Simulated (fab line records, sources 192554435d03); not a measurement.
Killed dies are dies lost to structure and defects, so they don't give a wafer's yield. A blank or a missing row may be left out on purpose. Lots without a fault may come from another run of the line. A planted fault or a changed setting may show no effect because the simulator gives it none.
fab line records | flow n5_finfet
record lots=24 wafers=72 last_day=20
route steps=1938 shown BEOL_M7@1302 BEOL_M8@1333
lots that met no fault: from a run of the same line without faults
start_h: hours from the record's first day to the start of the lot's first wafer shown | wait_h: hours since the lot's step before | " the same as in the row above | L1.1+2: a row that stands for several wafers | - no value, or no start given | * or withheld: withheld | < > ~ a bound
route shown NAME@n: a module of which the file shows steps, and the number in the route of the first | usual: mean/standard deviation of fault-free wafers | same: alike in all rows | chamber/n: place in a boat | sites: the reading at each site | _std_site: their standard deviation | _edge_site: outer sites' mean less inner sites' | radius_mm: how far each site lies from the wafer's centre | mask NAME#n: copy n | behind: the tool/chamber that last shaped the wafer | hold: why the lot was held/for how many hours/how that ended | device: the transistor (n, p or np) that didn't switch | end of line: the same wafers' tests at the end of the route | a step without rows: its recipe alone | killed: dies lost to structure and defects at the first sort, not the wafer's yield | map: a wafer's dies, x killed, . not, _ none there
set.NAME: the setting as run; set.NAME@STEP: as run at that earlier step | model.NAME: the simulator's own value behind a step, which no gauge read
steps of the route over a sample of lots; a table a step, a row a wafer
services: from which hour (start_h, from the record's first day; less than 0 if before it) a tool's chamber was out of use, for how many hours, and why
## steps
# step N5_BEOL_M7_ETCH_66
# recipe chemistry=N2/H2 target=SOC target_depth_a=800 overetch_a=160 mask_material=SiARC temp_c=40 time_s=120 ion_energy_ev=200 pressure_mtorr=30 source_w=840 bias_w=150 n2_flow_sccm=200 h2_flow_sccm=200
# usual drypump_motor_current_A=5.8/0.38 oes_product_au=0.61/0.068 rf_vpp_V=523.4/2.2 showerhead_plenum_p_Torr=2.52/0.069 throttle_valve_pct=17.80/0.25
# columns lot.wafer tool chamber start_h wait_h drypump_motor_current_A oes_product_au rf_hours_counter_h rf_vpp_V showerhead_plenum_p_Torr throttle_valve_pct
L075.2 rie_diel-03 0 190.64 0.0 5.5 0.56 177 521.4 2.43 18.15
L075.5 " 2 " " 5.7 0.53 - 523.0 2.50 18.29
L075.6 " 1 " " 5.3 0.72 - 526.3 2.60 17.68
L074.2 rie_diel-02 0 196.53 0.0 6.3 0.55 190 522.8 2.52 17.76
L074.4 " 2 " " 6.4 0.66 44 523.9 2.58 17.50
L074.6 " 1 " " 6.4 0.54 - 524.3 2.52 17.66
L076.2 rie_diel-04 0 212.09 0.0 5.5 0.55 205 521.5 2.54 18.11
L076.3 " 2 " " 6.0 0.54 228 522.9 2.50 17.67
L076.4 " 3 " " 6.1 0.67 51 521.5 2.49 17.67
L077.2 rie_diel-04 3 214.46 0.0 6.0 0.67 52 521.3 2.49 17.66
L077.4 " 1 " " 5.4 0.61 95 522.8 2.46 17.91
L077.5 " 3 " " 6.1 0.67 - 521.2 2.49 17.65
L078.1 rie_diel-02 3 214.55 0.0 5.6 0.66 37 529.0 2.68 17.55
L078.2 " 0 " " 6.3 0.54 195 522.7 2.51 17.76
L078.6 " 1 " " 6.4 0.54 - 523.9 2.52 17.68
L079.2 rie_diel-03 1 219.60 0.0 5.2 0.69 16 523.9 2.59 17.70
L079.3 " 2 " " 5.7 0.53 246 523.4 2.50 18.29
L079.4 " 3 " " 5.7 0.72 4 525.6 2.61 17.62
L080.1 rie_diel-02 1 221.68 0.0 6.4 0.54 197 523.1 2.52 17.67
L080.3 " 3 " " 5.5 0.66 39 527.9 2.68 17.55
L080.4 " 2 " " 6.3 0.64 51 525.9 2.58 17.51
L081.3 rie_diel-03 2 225.52 0.0 5.7 0.53 248 523.1 2.50 18.28
L081.5 " 2 " " 5.7 0.53 - 522.5 2.50 18.28
L081.6 " 3 " " 5.7 0.71 - 524.8 2.61 17.61
L082.1 rie_diel-03 3 237.01 0.0 5.7 0.71 9 526.7 2.61 17.63
L082.3 " 0 " " 5.5 0.55 192 521.1 2.43 18.20
L082.5 " 3 " " 5.7 0.70 - 524.3 2.61 17.63
L083.3 rie_diel-02 1 238.57 0.0 6.4 0.54 202 523.9 2.52 17.67
L083.4 " 0 " " 6.3 0.54 201 523.3 2.51 17.76
L083.5 " 0 " " 6.3 0.54 - 524.5 2.51 17.77
L084.2 rie_diel-03 0 243.21 0.0 5.5 0.55 196 520.7 2.42 18.19
L084.5 " 3 " " 5.7 0.70 - 527.5 2.61 17.61
L084.6 " 1 " " 5.2 0.68 - 524.6 2.59 17.71
L085.1 rie_diel-04 1 245.63 0.0 5.4 0.60 104 520.5 2.45 17.92
L085.3 " 3 " " 6.1 0.66 64 523.3 2.48 17.68
L085.6 " 0 " " 5.5 0.55 - 522.8 2.53 18.11
L087.1 rie_diel-03 0 325.94 0.0 5.5 0.54 220 519.9 2.41 18.23
L087.2 " 3 " " 5.7 0.67 38 525.9 2.60 17.66
L087.5 " 0 " " 5.5 0.54 - 518.9 2.41 18.24
L088.1 rie_diel-02 0 333.72 0.0 6.3 0.53 227 523.3 2.50 17.81
L088.2 " 3 " " 5.5 0.62 71 527.1 2.67 17.62
L088.4 " 1 " " 6.4 0.53 229 524.6 2.51 17.73
L086.1 rie_diel-04 0 334.55 0.0 5.5 0.53 239 522.6 2.52 18.16
L086.5 " 3 " " 6.1 0.64 - 522.8 2.47 17.71
L086.6 " 2 " " 6.0 0.72 - 523.8 2.49 17.31
L093.3 rie_diel-03 3 337.74 0.0 5.7 0.65 40 527.9 2.60 17.68
L093.4 " 3 " " 5.7 0.66 - 526.9 2.60 17.67
L093.6 " 2 " " 5.7 0.70 - 522.3 2.49 17.84
L089.3 rie_diel-04 0 337.91 0.0 5.5 0.53 240 522.8 2.52 18.17
L089.4 " 3 " " 6.1 0.65 82 523.1 2.47 17.71
L089.6 " 2 " " 6.0 0.72 - 521.8 2.49 17.29
L094.1 rie_diel-04 1 344.75 0.0 5.4 0.58 129 521.4 2.44 17.98
L094.4 " 3 " " 6.1 0.64 83 523.1 2.47 17.71
L094.5 " 2 " " 6.0 0.72 - 522.4 2.49 17.32
L096.1 rie_diel-02 2 345.89 0.0 6.4 0.61 86 523.7 2.56 17.61
L096.5 " 0 " " 6.3 0.53 - 522.2 2.50 17.83
L096.6 " 3 " " 5.5 0.62 - 527.9 2.67 17.62
L091.3 rie_diel-04 1 354.85 0.0 5.4 0.58 130 520.9 2.44 17.97
L091.5 " 0 " " 5.6 0.52 - 523.6 2.52 18.16
L091.6 " 3 " " 6.1 0.64 - 521.9 2.47 17.71
L090.2 rie_diel-04 2 355.35 0.0 6.0 0.71 9 522.1 2.49 17.31
L090.4 " 0 " " 5.6 0.53 242 522.9 2.52 18.18
L090.5 " 1 " " 5.4 0.58 - 521.1 2.44 17.96
L095.3 rie_diel-03 2 357.17 0.0 5.7 0.69 26 521.6 2.49 17.86
L095.5 " 2 " " 5.7 0.68 - 521.7 2.49 17.85
L095.6 " 3 " " 5.7 0.65 - 524.2 2.59 17.69
L097.4 rie_diel-02 2 360.83 0.0 6.4 0.61 89 523.6 2.56 17.58
L097.5 " 0 " " 6.3 0.53 - 524.0 2.50 17.82
L097.6 " 1 " " 6.4 0.52 - 524.6 2.50 17.74
L092.1 rie_diel-02 2 365.98 0.0 6.4 0.61 91 525.5 2.56 17.59
L092.3 " 0 " " 6.3 0.52 236 523.0 2.50 17.83
L092.5 " 1 " " 6.4 0.52 - 524.2 2.50 17.74
# step N5_BEOL_M7_STRIP_36
# recipe chemistry=N2/H2 power_w=450 temp_c=40 pressure_mtorr=20 rf_frequency_hz=6e+07 overash_fraction=0.3 bias_power_w=7 h2_frac=0.5 n2_flow_sccm=200 h2_flow_sccm=200
# usual drypump_motor_current_A=5.8/0.38 oes_product_au=0.79/0.094 rf_vpp_V=59.1/1.6 showerhead_plenum_p_Torr=2.52/0.069 throttle_valve_pct=23.62/0.29
# columns lot.wafer tool chamber start_h wait_h drypump_motor_current_A oes_product_au rf_hours_counter_h rf_vpp_V showerhead_plenum_p_Torr throttle_valve_pct
L075.2 rie_diel-03 0 190.80 0.0 5.5 0.72 177 58.2 2.43 24.07
L075.5 " 2 " " 5.7 0.69 - 57.3 2.50 24.15
L075.6 " 1 " " 5.2 0.96 - 60.2 2.59 23.52
L074.2 rie_diel-02 0 196.68 0.0 6.3 0.71 190 58.8 2.51 23.42
L074.4 " 2 " " 6.3 0.87 44 55.5 2.57 23.26
L074.6 " 1 " " 6.4 0.71 - 58.6 2.52 23.46
L076.2 rie_diel-04 0 212.25 0.0 5.5 0.71 205 60.1 2.53 24.07
L076.3 " 2 " " 5.9 0.69 228 58.1 2.50 23.49
L076.4 " 3 " " 6.1 0.88 51 60.0 2.48 23.51
L077.2 rie_diel-04 3 214.61 0.0 6.1 0.87 52 58.7 2.48 23.51
L077.4 " 1 " " 5.4 0.80 95 59.5 2.45 23.75
L077.5 " 3 " " 6.1 0.88 - 57.1 2.48 23.54
L078.1 rie_diel-02 3 214.71 0.0 5.6 0.87 37 59.8 2.68 23.41
L078.2 " 0 " " 6.3 0.71 195 59.0 2.51 23.43
L078.6 " 1 " " 6.4 0.71 - 59.1 2.52 23.49
L079.2 rie_diel-03 1 219.76 0.0 5.3 0.92 16 60.5 2.59 23.54
L079.3 " 2 " " 5.7 0.68 246 57.0 2.50 24.14
L079.4 " 3 " " 5.7 0.95 4 59.2 2.61 23.33
L080.1 rie_diel-02 1 221.83 0.0 6.4 0.71 197 59.9 2.52 23.47
L080.3 " 3 " " 5.5 0.88 39 60.1 2.68 23.40
L080.4 " 2 " " 6.4 0.84 51 60.5 2.57 23.26
L081.3 rie_diel-03 2 225.67 0.0 5.7 0.66 248 59.0 2.50 24.15
L081.5 " 2 " " 5.7 0.67 - 56.5 2.50 24.15
L081.6 " 3 " " 5.7 0.94 - 60.1 2.61 23.34
L082.1 rie_diel-03 3 237.16 0.0 5.7 0.92 9 57.4 2.61 23.35
L082.3 " 0 " " 5.5 0.71 193 58.1 2.42 24.08
L082.5 " 3 " " 5.7 0.93 - 59.6 2.60 23.34
L083.3 rie_diel-02 1 238.72 0.0 6.4 0.70 202 57.5 2.51 23.51
L083.4 " 0 " " 6.3 0.71 201 55.9 2.51 23.44
L083.5 " 0 " " 6.3 0.69 - 59.7 2.51 23.42
L084.2 rie_diel-03 0 243.36 0.0 5.5 0.70 196 57.7 2.42 24.07
L084.5 " 3 " " 5.7 0.92 - 60.2 2.60 23.34
L084.6 " 1 " " 5.2 0.89 - 57.8 2.59 23.55
L085.1 rie_diel-04 1 245.78 0.0 5.4 0.79 104 61.9 2.45 23.79
L085.3 " 3 " " 6.1 0.87 64 59.5 2.48 23.53
L085.6 " 0 " " 5.5 0.70 - 58.6 2.53 24.11
L087.1 rie_diel-03 0 326.09 0.0 5.4 0.69 220 59.7 2.41 24.09
L087.2 " 3 " " 5.7 0.88 38 58.5 2.59 23.39
L087.5 " 0 " " 5.5 0.69 - 57.7 2.41 24.10
L088.1 rie_diel-02 0 333.87 0.0 6.3 0.68 228 57.9 2.50 23.45
L088.2 " 3 " " 5.5 0.84 71 63.1 2.66 23.45
L088.4 " 1 " " 6.4 0.70 229 58.8 2.50 23.51
L086.1 rie_diel-04 0 334.70 0.0 5.5 0.67 239 57.7 2.52 24.09
L086.5 " 3 " " 6.1 0.83 - 58.3 2.47 23.55
L086.6 " 2 " " 6.0 0.93 - 58.8 2.48 23.24
L093.3 rie_diel-03 3 337.90 0.0 5.7 0.85 40 60.7 2.59 23.39
L093.4 " 3 " " 5.7 0.86 - 57.1 2.59 23.38
L093.6 " 2 " " 5.7 0.90 - 60.5 2.49 23.74
L089.3 rie_diel-04 0 338.06 0.0 5.6 0.68 240 58.3 2.52 24.11
L089.4 " 3 " " 6.1 0.85 82 58.4 2.47 23.57
L089.6 " 2 " " 6.0 0.95 - 62.6 2.48 23.23
L094.1 rie_diel-04 1 344.90 0.0 5.4 0.77 129 60.2 2.44 23.86
L094.4 " 3 " " 6.0 0.84 83 62.9 2.47 23.55
L094.5 " 2 " " 6.0 0.93 - 60.3 2.48 23.23
L096.1 rie_diel-02 2 346.04 0.0 6.3 0.80 86 59.0 2.56 23.37
L096.5 " 0 " " 6.3 0.68 - 59.1 2.50 23.47
L096.6 " 3 " " 5.5 0.82 - 60.8 2.66 23.44
L091.3 rie_diel-04 1 355.00 0.0 5.4 0.77 130 59.9 2.44 23.85
L091.5 " 0 " " 5.5 0.68 - 60.0 2.52 24.09
L091.6 " 3 " " 6.1 0.83 - 56.2 2.47 23.55
L090.2 rie_diel-04 2 355.50 0.0 6.0 0.93 9 57.0 2.48 23.25
L090.4 " 0 " " 5.5 0.67 242 60.1 2.52 24.13
L090.5 " 1 " " 5.4 0.76 - 62.2 2.44 23.82
L095.3 rie_diel-03 2 357.32 0.0 5.7 0.88 26 60.7 2.48 23.77
L095.5 " 2 " " 5.6 0.89 - 58.1 2.48 23.73
L095.6 " 3 " " 5.7 0.85 - 60.1 2.59 23.40
L097.4 rie_diel-02 2 360.98 0.0 6.3 0.80 89 58.6 2.55 23.36
L097.5 " 0 " " 6.3 0.67 - 58.8 2.49 23.47
L097.6 " 1 " " 6.4 0.69 - 57.7 2.50 23.54
L092.1 rie_diel-02 2 366.13 0.0 6.4 0.81 91 56.8 2.55 23.32
L092.3 " 0 " " 6.3 0.66 236 60.4 2.49 23.49
L092.5 " 1 " " 6.4 0.69 - 61.4 2.50 23.54
# step N5_BEOL_M7_PRE_CLEAN_45
# recipe gas=H2/He time_s=30 temp_c=250
# usual heater_power_w=337/25
# columns lot.wafer tool chamber start_h wait_h heater_power_w
L075.2 pvd_sputter-01 - 191.66 0.0 329
L075.5 " - " " 326
L075.6 " - " " 292
L074.2 pvd_sputter-02 - 197.86 0.0 329
L074.4 " - " " 353
L074.6 " - " " 321
L076.2 pvd_sputter-01 - 214.71 0.0 292
L076.3 " - " " 324
L076.4 " - " " 376
L077.2 pvd_sputter-02 - 215.55 0.0 337
L077.4 " - " " 318
L077.5 " - " " 340
L078.1 pvd_sputter-03 - 215.67 0.0 372
L078.2 " - " " 370
L078.6 " - " " 366
L079.2 pvd_sputter-01 - 220.51 0.0 381
L079.3 " - " " 324
L079.4 " - " " 290
L080.1 pvd_sputter-01 - 222.61 0.0 347
L080.3 " - " " 296
L080.4 " - " " 322
L081.3 pvd_sputter-03 - 226.51 0.0 358
L081.5 " - " " 371
L081.6 " - " " 375
L082.1 pvd_sputter-01 - 237.92 0.0 345
L082.3 " - " " 378
L082.5 " - " " 368
L083.3 pvd_sputter-01 - 239.62 0.0 378
L083.4 " - " " 326
L083.5 " - " " 340
L084.2 pvd_sputter-02 - 244.11 0.0 342
L084.5 " - " " 314
L084.6 " - " " 309
L085.1 pvd_sputter-02 - 246.63 0.0 365
L085.3 " - " " 316
L085.6 " - " " 356
L087.1 pvd_sputter-03 - 326.86 0.0 373
L087.2 " - " " 365
L087.5 " - " " 311
L088.1 pvd_sputter-02 - 334.81 0.0 316
L088.2 " - " " 351
L088.4 " - " " 351
L086.1 pvd_sputter-03 - 335.45 0.0 367
L086.5 " - " " 370
L086.6 " - " " 303
L093.3 pvd_sputter-02 - 338.96 0.0 327
L093.4 " - " " 339
L093.6 " - " " 320
L089.3 pvd_sputter-02 - 339.20 0.0 327
L089.4 " - " " 324
L089.6 " - " " 355
L094.1 pvd_sputter-02 - 346.08 0.0 352
L094.4 " - " " 320
L094.5 " - " " 336
L096.1 pvd_sputter-03 - 346.82 0.0 379
L096.5 " - " " 308
L096.6 " - " " 379
L091.3 pvd_sputter-02 - 355.75 0.0 317
L091.5 " - " " 316
L091.6 " - " " 357
L090.2 pvd_sputter-02 - 356.29 0.0 321
L090.4 " - " " 351
L090.5 " - " " 340
L095.3 pvd_sputter-02 - 358.17 0.0 310
L095.5 " - " " 316
L095.6 " - " " 344
L097.4 pvd_sputter-01 - 361.92 0.0 289
L097.5 " - " " 318
L097.6 " - " " 343
L092.1 pvd_sputter-01 - 367.26 0.0 375
L092.3 " - " " 293
L092.5 " - " " 328
# step N5_BEOL_M8_CURE_74
# recipe temp_c=385 time_s=240 ambient=He/Ar material=SiCOH_lowk
# usual lamp_power_pct=52.31/0.06 wafer_temp_C_max=386.8/0.63
# columns lot.wafer tool chamber start_h wait_h lamp_power_pct wafer_temp_C_max
L075.2 uv_cure-02 0 194.71 0.1 52.34 386.2
L075.5 " 0 " " 52.31 386.3
L075.6 " 0 " " 52.36 386.0
L074.2 uv_cure-02 0 200.26 0.1 52.39 386.2
L074.4 " 0 " " 52.24 386.2
L074.6 " 0 " " 52.32 386.0
L076.2 uv_cure-03 0 216.82 0.1 52.39 386.2
L076.3 " 0 " " 52.39 386.3
L076.4 " 0 " " 52.33 386.0
L078.1 uv_cure-01 0 218.55 0.1 52.34 386.9
L078.2 " 0 " " 52.36 386.6
L078.6 " 0 " " 52.22 387.6
L077.2 uv_cure-03 2 218.56 0.6 52.28 387.6
L077.4 " 2 " " 52.42 386.5
L077.5 " 2 " " 52.31 387.3
L079.2 uv_cure-02 2 222.66 0.1 52.36 386.1
L079.3 " 2 " " 52.24 386.3
L079.4 " 2 " " 52.26 386.4
L080.1 uv_cure-01 1 224.86 0.1 52.39 386.2
L080.3 " 1 " " 52.42 386.3
L080.4 " 1 " " 52.35 386.2
L081.3 uv_cure-01 1 228.68 0.5 52.36 386.5
L081.5 " 1 " " 52.39 385.9
L081.6 " 1 " " 52.35 386.3
L082.1 uv_cure-01 0 240.56 0.0 52.27 387.2
L082.3 " 0 " " 52.21 388.5
L082.5 " 0 " " 52.34 387.0
L083.3 uv_cure-02 1 241.90 0.7 52.22 387.4
L083.4 " 1 " " 52.18 387.7
L083.5 " 1 " " 52.22 387.3
L084.2 uv_cure-03 2 246.48 0.1 52.25 388.0
L084.5 " 2 " " 52.30 388.0
L084.6 " 2 " " 52.38 387.0
L085.1 uv_cure-03 2 248.27 0.0 52.45 387.2
L085.3 " 2 " " 52.28 387.0
L085.6 " 2 " " 52.27 387.3
L087.1 uv_cure-03 0 328.45 0.0 52.29 385.9
L087.2 " 0 " " 52.32 386.7
L087.5 " 0 " " 52.31 386.5
L088.1 uv_cure-02 2 336.72 0.0 52.25 387.1
L088.2 " 2 " " 52.29 386.9
L088.4 " 2 " " 52.33 386.6
L086.1 uv_cure-02 0 338.96 0.1 52.26 386.6
L086.5 " 0 " " 52.35 386.1
L086.6 " 0 " " 52.28 386.6
L093.3 uv_cure-02 2 340.81 0.2 52.34 386.4
L093.4 " 2 " " 52.31 386.7
L093.6 " 2 " " 52.39 387.0
L089.3 uv_cure-03 0 341.12 0.2 52.31 386.6
L089.4 " 0 " " 52.32 386.2
L089.6 " 0 " " 52.28 386.2
L094.1 uv_cure-02 2 348.79 0.4 52.35 386.4
L094.4 " 2 " " 52.27 387.0
L094.5 " 2 " " 52.42 386.9
L096.1 uv_cure-03 1 348.88 0.3 52.33 387.7
L096.5 " 1 " " 52.35 388.1
L096.6 " 1 " " 52.32 387.1
L091.3 uv_cure-01 0 357.66 0.2 52.18 387.6
L091.5 " 0 " " 52.27 387.7
L091.6 " 0 " " 52.28 388.2
L090.2 uv_cure-02 0 358.88 0.1 52.30 386.3
L090.4 " 0 " " 52.36 386.0
L090.5 " 0 " " 52.33 386.0
L095.3 uv_cure-03 1 362.03 0.2 52.28 387.1
L095.5 " 1 " " 52.29 386.8
L095.6 " 1 " " 52.30 387.5
L097.4 uv_cure-01 0 365.83 0.9 52.32 387.3
L097.5 " 0 " " 52.30 387.3
L097.6 " 0 " " 52.48 387.5
L092.1 uv_cure-01 0 370.47 0.0 52.24 386.9
L092.3 " 0 " " 52.33 387.1
L092.5 " 0 " " 52.26 387.4
# step N5_BEOL_M8_THK_MEAS_01
# recipe reads=SiCOH_lowk_of_BEOL_M8_ILD_DEP_00
# usual M8_ILD_THK=154.5/1.9
# columns lot.wafer tool chamber start_h wait_h M8_ILD_THK[nm]
L075.2 film_metro-01 - 195.14 0.4 152.1
L075.5 " - " " 159.2
L075.6 " - " " 155.4
L074.2 film_metro-01 - 200.70 0.4 155.5
L074.4 " - " " 157.8
L074.6 " - " " 156.4
L076.2 film_metro-02 - 217.27 0.4 154.4
L076.3 " - " " 154.4
L076.4 " - " " 155.6
L078.1 film_metro-02 - 219.07 0.4 153.1
L078.2 " - " " 152.2
L078.6 " - " " 152.6
L077.2 film_metro-01 - 219.40 0.7 153.8
L077.4 " - " " 153.1
L077.5 " - " " 156.2
L079.2 film_metro-01 - 223.09 0.4 154.1
L079.3 " - " " 155.6
L079.4 " - " " 155.1
L080.1 film_metro-01 - 225.38 0.4 152.2
L080.3 " - " " 154.6
L080.4 " - " " 155.9
L081.3 film_metro-01 - 229.03 0.3 158.7
L081.5 " - " " 158.3
L081.6 " - " " 156.7
L082.1 film_metro-02 - 241.55 0.8 155.2
L082.3 " - " " 153.0
L082.5 " - " " 156.7
L083.3 film_metro-02 - 242.26 0.3 154.6
L083.4 " - " " 154.3
L083.5 " - " " 155.2
L084.2 film_metro-01 - 246.91 0.4 152.1
L084.5 " - " " 155.2
L084.6 " - " " 155.3
L085.1 film_metro-01 - 248.78 0.4 153.6
L085.3 " - " " 150.7
L085.6 " - " " 154.1
L087.1 film_metro-01 - 328.97 0.4 152.5
L087.2 " - " " 152.2
L087.5 " - " " 152.9
L088.1 film_metro-02 - 337.23 0.4 153.6
L088.2 " - " " 153.9
L088.4 " - " " 154.7
L086.1 film_metro-01 - 339.47 0.4 154.6
L086.5 " - " " 154.5
L086.6 " - " " 155.1
L093.3 film_metro-02 - 341.16 0.3 153.0
L093.4 " - " " 153.3
L093.6 " - " " 154.5
L089.3 film_metro-02 - 341.47 0.3 153.6
L089.4 " - " " 154.3
L089.6 " - " " 155.1
L094.1 film_metro-02 - 349.30 0.4 153.5
L094.4 " - " " 156.5
L094.5 " - " " 155.3
L096.1 film_metro-02 - 349.39 0.4 153.6
L096.5 " - " " 155.4
L096.6 " - " " 157.3
L091.3 film_metro-02 - 358.02 0.3 151.9
L091.5 " - " " 154.3
L091.6 " - " " 154.5
L090.2 film_metro-02 - 359.31 0.4 155.2
L090.4 " - " " 157.6
L090.5 " - " " 158.0
L095.3 film_metro-02 - 362.38 0.3 151.0
L095.5 " - " " 157.2
L095.6 " - " " 154.7
L097.4 film_metro-01 - 366.35 0.4 152.7
L097.5 " - " " 155.3
L097.6 " - " " 154.3
L092.1 film_metro-01 - 371.46 0.8 152.5
L092.3 " - " " 151.3
L092.5 " - " " 155.1
# step N5_BEOL_M8_STRIP_67
# recipe chemistry=CF4 resist=SiARC power_w=300 bias_power_w=75 pressure_mtorr=50 cf4_flow_sccm=150 rf_frequency_hz=6e+07
# usual drypump_motor_current_A=5.6/0.55 oes_product_au=0.83/0.084 rf_vpp_V=271.2/1.5 showerhead_plenum_p_Torr=1.80/0.057 throttle_valve_pct=13.46/0.27
# columns lot.wafer tool chamber start_h wait_h drypump_motor_current_A oes_product_au rf_hours_counter_h rf_vpp_V showerhead_plenum_p_Torr throttle_valve_pct
L075.2 rie_diel-01 3 196.51 0.0 6.1 0.78 113 273.1 1.81 13.91
L075.5 " 0 " " 5.8 0.91 - 271.6 1.84 13.22
L075.6 " 3 " " 6.0 0.77 - 270.8 1.81 13.90
L074.2 rie_diel-05 3 202.05 0.0 6.6 0.89 20 270.5 1.76 13.09
L074.4 " 0 " " 5.7 0.71 235 270.8 1.77 13.76
L074.6 " 3 " " 6.6 0.89 - 268.9 1.76 13.07
L076.2 rie_diel-01 0 218.41 0.0 5.8 0.89 35 271.6 1.84 13.24
L076.3 " 3 " " 6.0 0.78 121 270.2 1.81 13.92
L076.4 " 1 " " 5.9 0.79 92 269.6 1.81 13.39
L078.1 rie_diel-01 0 220.31 0.0 5.8 0.90 36 274.6 1.84 13.26
L078.2 " 1 " " 6.0 0.79 92 272.3 1.81 13.38
L078.6 " 0 " " 5.8 0.89 - 272.7 1.84 13.23
L077.2 rie_diel-05 2 220.33 0.0 6.1 0.91 17 271.5 1.83 13.13
L077.4 " 0 " " 5.6 0.70 241 271.0 1.76 13.78
L077.5 " 3 " " 6.6 0.88 - 270.8 1.76 13.10
L079.2 rie_diel-05 0 224.26 0.0 5.7 0.70 242 271.4 1.76 13.78
L079.3 " 1 " " 5.8 0.69 228 269.2 1.70 13.91
L079.4 " 3 " " 6.6 0.88 27 269.9 1.76 13.12
L080.1 rie_diel-05 1 226.79 0.0 5.8 0.69 228 267.8 1.70 13.90
L080.3 " 2 " " 6.1 0.92 19 272.1 1.82 13.15
L080.4 " 0 " " 5.7 0.71 243 271.4 1.76 13.79
L081.3 rie_diel-06 1 230.12 0.0 5.3 0.70 226 269.2 1.70 13.72
L081.5 " 0 " " 5.5 0.82 - 272.5 1.83 13.35
L081.6 " 2 " " 4.6 0.80 - 270.8 1.81 13.75
L082.1 rie_diel-06 2 242.56 0.0 4.6 0.80 114 272.0 1.81 13.78
L082.3 " 1 " " 5.3 0.70 232 268.2 1.70 13.70
L082.5 " 0 " " 5.4 0.81 - 272.9 1.83 13.39
L083.3 rie_diel-05 0 243.24 0.0 5.6 0.70 250 272.5 1.76 13.83
L083.4 " 3 " " 6.6 0.86 33 271.2 1.75 13.12
L083.5 " 3 " " 6.6 0.86 - 269.6 1.75 13.10
L084.2 rie_diel-06 1 247.70 0.0 5.3 0.69 234 268.1 1.70 13.75
L084.5 " 3 " " 5.6 0.96 - 271.3 1.77 13.29
L084.6 " 2 " " 4.6 0.79 - 271.0 1.81 13.76
L085.1 rie_diel-06 2 249.84 0.0 4.6 0.79 116 271.7 1.81 13.78
L085.3 " 1 " " 5.3 0.69 235 268.3 1.70 13.73
L085.6 " 1 " " 5.3 0.69 - 268.2 1.70 13.73
L087.1 rie_diel-06 3 330.07 0.0 5.6 0.89 28 269.9 1.76 13.35
L087.2 " 0 " " 5.5 0.79 120 270.4 1.82 13.45
L087.5 " 1 " " 5.3 0.97 - 272.5 1.90 13.21
L088.1 rie_diel-05 2 339.32 0.0 6.1 0.85 54 272.6 1.81 13.22
L088.2 " 0 " " 5.7 0.90 21 269.5 1.76 13.30
L088.4 " 3 " " 6.6 0.83 62 270.6 1.75 13.19
L086.1 rie_diel-06 0 340.41 0.0 5.5 0.79 122 270.5 1.82 13.44
L086.5 " 1 " " 5.3 0.97 - 275.2 1.90 13.20
L086.6 " 2 " " 4.6 0.76 - 270.0 1.80 13.85
L093.3 rie_diel-06 1 345.55 0.0 5.3 0.96 6 274.8 1.90 13.20
L093.4 " 0 " " 5.5 0.79 123 271.7 1.82 13.45
L093.6 " 1 " " 5.3 0.95 - 274.9 1.90 13.20
L089.3 rie_diel-05 3 345.70 0.0 6.6 0.83 64 269.9 1.75 13.19
L089.4 " 1 " " 5.8 0.94 10 273.6 1.90 13.40
L089.6 " 0 " " 5.7 0.89 - 269.7 1.76 13.31
L094.1 rie_diel-05 0 352.06 0.0 5.7 0.89 24 269.5 1.76 13.30
L094.4 " 3 " " 6.6 0.82 - 271.5 1.74 13.18
L094.5 " 1 " " 5.8 0.95 - 273.4 1.90 13.37
L096.1 rie_diel-05 0 352.31 0.0 5.6 0.89 24 271.3 1.76 13.31
L096.5 " 1 " " 5.8 0.95 - 273.8 1.90 13.39
L096.6 " 0 " " 5.6 0.90 - 269.8 1.76 13.30
L091.3 rie_diel-06 3 358.81 0.0 5.6 0.88 34 270.5 1.76 13.34
L091.5 " 1 " " 5.3 0.95 - 271.9 1.90 13.23
L091.6 " 0 " " 5.5 0.78 - 269.1 1.82 13.49
L090.2 rie_diel-06 2 361.88 0.0 4.6 0.77 151 270.6 1.80 13.88
L090.4 " 1 " " 5.3 0.94 9 272.8 1.90 13.21
L090.5 " 3 " " 5.6 0.88 - 269.7 1.76 13.36
L095.3 rie_diel-05 0 365.22 0.0 5.7 0.88 29 270.9 1.75 13.33
L095.5 " 3 " " 6.6 0.81 - 269.7 1.74 13.20
L095.6 " 0 " " 5.7 0.88 - 268.8 1.75 13.31
L097.4 rie_diel-06 0 367.67 0.0 5.5 0.78 128 272.4 1.82 13.47
L097.5 " 1 " " 5.3 0.93 - 272.8 1.90 13.23
L097.6 " 2 " " 4.6 0.77 - 270.1 1.80 13.87
L092.1 rie_diel-06 0 372.65 0.0 5.5 0.78 129 271.7 1.82 13.48
L092.3 " 2 " " 4.6 0.75 154 271.4 1.80 13.88
L092.5 " 1 " " 5.3 0.94 - 273.7 1.90 13.22
## services
# columns tool chamber start_h hours kind
rie_diel-06 1 168.38 3.6 repair
uv_cure-02 - 187.69 1.0 pm
uv_cure-01 - 200.22 0.7 repair
rie_diel-03 3 204.86 4.9 repair
rie_diel-03 2 206.36 7.5 repair
uv_cure-03 - 251.06 6.0 pm
uv_cure-03 - 261.03 0.3 repair
uv_cure-03 - 265.21 7.5 pm
rie_diel-05 3 276.08 2.3 repair
uv_cure-01 - 285.43 2.8 pm
rie_diel-04 - 291.47 14.6 pm
rie_diel-06 3 293.23 2.9 repair
rie_diel-03 1 298.37 98.2 repair
rie_diel-06 2 303.16 1.3 repair
pvd_sputter-01 - 303.96 11.5 repair
rie_diel-01 2 315.19 3.4 repair
rie_diel-01 0 316.28 5.0 repair
uv_cure-03 - 319.34 2.8 repair
uv_cure-01 - 348.22 4.9 repair
uv_cure-03 - 350.09 1.0 pm
rie_diel-05 2 351.67 2.7 repair
rie_diel-01 2 362.38 15.4 repair
rie_diel-06 3 370.26 15.6 repair
uv_cure-01 - 372.58 6.0 pm
## key
fault none
